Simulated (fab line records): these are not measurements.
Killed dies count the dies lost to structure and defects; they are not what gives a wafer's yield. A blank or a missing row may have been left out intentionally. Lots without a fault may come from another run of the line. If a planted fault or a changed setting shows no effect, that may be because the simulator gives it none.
Chamber matching / flow n5Finfet / N5_BEOL_M6_ILD_DEP_00 on pecvd-04 has 3 sister chambers
The step deposits SiCOH lowk from DEMS/porogen, target thk 179.75 nm, time 33.4 s. 6 wafers are shown with their chamber, then 7 later ones without.

## WAFERS WITH THEIR CHAMBER
wafer=L270.5; chamber=2; throttleValvePct (%)=13.2; heaterPowerW (W)=371
wafer=L271.2; chamber=2; throttleValvePct (%)=13.2; heaterPowerW (W)=347
wafer=L282.3; chamber=0; throttleValvePct (%)=14.5; heaterPowerW (W)=420
wafer=L282.5; chamber=1; throttleValvePct (%)=14.4; heaterPowerW (W)=268
wafer=L284.1; chamber=1; throttleValvePct (%)=14.3; heaterPowerW (W)=247
wafer=L284.2; chamber=0; throttleValvePct (%)=14.3; heaterPowerW (W)=330

## WAFERS WITH NO CHAMBER GIVEN
wafer=L284.5; throttleValvePct (%)=14.4; heaterPowerW (W)=252
wafer=L285.3; throttleValvePct (%)=14.6; heaterPowerW (W)=252
wafer=L285.5; throttleValvePct (%)=14.5; heaterPowerW (W)=404
wafer=L285.6; throttleValvePct (%)=14.1; heaterPowerW (W)=256
wafer=L291.3; throttleValvePct (%)=14.3; heaterPowerW (W)=307
wafer=L291.4; throttleValvePct (%)=14.5; heaterPowerW (W)=410
wafer=L291.5; throttleValvePct (%)=13.1; heaterPowerW (W)=364

## WHICH CHAMBER EACH ONE RAN IN
wafer=L284.5; from the rows above=1; in truth=1
wafer=L285.3; from the rows above=can't be placed: 1 or 0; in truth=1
wafer=L285.5; from the rows above=0; in truth=0
wafer=L285.6; from the rows above=can't be placed: 1 or 0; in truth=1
wafer=L291.3; from the rows above=can't be placed: 1 or 0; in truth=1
wafer=L291.4; from the rows above=0; in truth=0
wafer=L291.5; from the rows above=2; in truth=2
Placed correctly: 4 of 7. Unplaceable from these rows: 3, with the true chamber sitting among the candidates in 3. Placed wrongly: 0.
How it was worked out, from the rows above alone: a wafer's distance from a chamber is the root of the sum, over the readings, of the square of ((its reading less the chamber's mean) divided by the reading's scatter). If the next closest chamber is less than 2 further off than the closest, the wafer can't be placed; otherwise it belongs to the closest. Each chamber's mean is taken over the wafers shown for it. How the scatter is found: for the shown wafers, subtract from each reading the mean of its chamber, square and add these, divide the total by (wafers less chambers), then take the root.
